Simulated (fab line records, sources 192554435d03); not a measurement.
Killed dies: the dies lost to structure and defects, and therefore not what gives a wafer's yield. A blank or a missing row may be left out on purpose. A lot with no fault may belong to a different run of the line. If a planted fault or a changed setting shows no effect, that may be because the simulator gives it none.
Split-lot study    flow n5_finfet    on a route of 1938 steps: 7 lots, 21 wafers read

== SPLIT DETAILS ==
At N5_BEOL_M15_DEP_53 (deposits SiCN from 3MS/NH3, target thk 50 nm, time 17.8 s), the setting time_s was moved away from the recipe's 17.8 s on 7 of the 21 wafers read, by -14.6% to +8.0%. All remaining wafers had this setting at the recipe value.

The split's own step is where the reading is taken.

== THE READING ==
SiCN_of_BEOL_M15_DEP_53.thk_nm (the simulator's own value, which no gauge read), in nm, at N5_BEOL_M15_DEP_53 (deposits SiCN from 3MS/NH3, target thk 50 nm, time 17.8 s). No usual value for it is given in the file. Average 50.2 nm, standard deviation 0.5 nm, over the 14 wafers here run with the recipe.

wafer   tool, chamber at the split  time_s as run, s  against the recipe  SiCN_of_BEOL_M15_DEP_53.thk_nm, nm  against lot-mates on the recipe
L081.1  pecvd-04, 2                 19.22             +8.0%               54.2                                +4.4
L081.2  pecvd-04, 0                 17.8              recipe              49.8                                -
L081.3  pecvd-04, 1                 19.22             +8.0%               54                                  +4.2
L084.2  pecvd-01, 2                 17.8              recipe              50.4                                -
L084.3  pecvd-01, 1                 15.2              -14.6%              42.6                                -7.8
L084.6  pecvd-01, 2                 15.2              -14.6%              44                                  -6.4
L082.2  pecvd-01, 1                 17.8              recipe              49.6                                -
L082.4  pecvd-01, 1                 17.8              recipe              50.8                                -
L082.6  pecvd-01, 0                 17.8              recipe              50.6                                -
L087.1  pecvd-01, 1                 16.4              -7.9%               45.4                                -4.9
L087.2  pecvd-01, 2                 17.8              recipe              50.4                                -
L087.3  pecvd-01, 1                 17.8              recipe              50.2                                -
L090.2  pecvd-02, 1                 16.5              -7.3%               45.6                                -4.2
L090.3  pecvd-02, 0                 17.8              recipe              49.8                                -
L090.5  pecvd-02, 0                 16.5              -7.3%               46.2                                -3.6
L092.2  pecvd-01, 1                 17.8              recipe              49.6                                -
L092.4  pecvd-01, 0                 17.8              recipe              50                                  -
L092.6  pecvd-01, 1                 17.8              recipe              50.4                                -
L091.2  pecvd-01, 1,0               17.8              recipe              49.8                                -
L091.3  pecvd-01, 1,0               17.8              recipe              49.8                                -
L091.6  pecvd-01, 2                 17.8              recipe              51.4                                -
Rows listing several chambers each stand for several wafers; the file does not say which wafer went through which chamber.

THE FIT
A straight line over all 21 wafers: SiCN_of_BEOL_M15_DEP_53.thk_nm changes by +0.5 nm for each +1% of time_s; r = +0.98; the points scatter about the line by 0.58 nm.
The same after taking each lot's own level away (the mean of its wafers on the recipe; 21 wafers): +0.514 nm for each +1%; r = +0.99; scatter 0.53 nm.
The reading moves by 7.5 nm for the largest change in time_s, on that fit.
The span of the lots' own levels, 49.80 to 50.40 nm, comes to 1.2 times the standard deviation stated above.
The two slopes are in agreement: the lot-to-lot level therefore moves the slope only a little.
Check: for one of the wafers moved furthest among these (-14.6%), held out of the fit, the line's prediction against its lot-mates is -7.39 nm. Against them it came out at -7.8 nm.

== OTHER SPLITS APPLIED TO THESE WAFERS ==
Before the reading, these wafers also passed through other splits. Each is held against what the fit with the lots' levels taken away leaves over:
other split on the same wafers     wafers away from the commonest value  r with SiCN_of_BEOL_M15_DEP_53.thk_nm (lot level and that fit taken away)
N5_BEOL_M12_STRIP_37 h2_flow_sccm  3                                     -0.30
N5_BEOL_M13_PEB_26 peb_time_s      7                                     +0.13
N5_BEOL_M13_ETCH_68 time_s         4                                     -0.14
N5_BEOL_M14_ILD_DEP_00 time_s      4                                     -0.07

== THE FILE'S OWN FIT ==
SiCN_of_BEOL_M15_DEP_53.thk_nm changes by +0.523 nm for each +1% of time_s, r = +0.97.
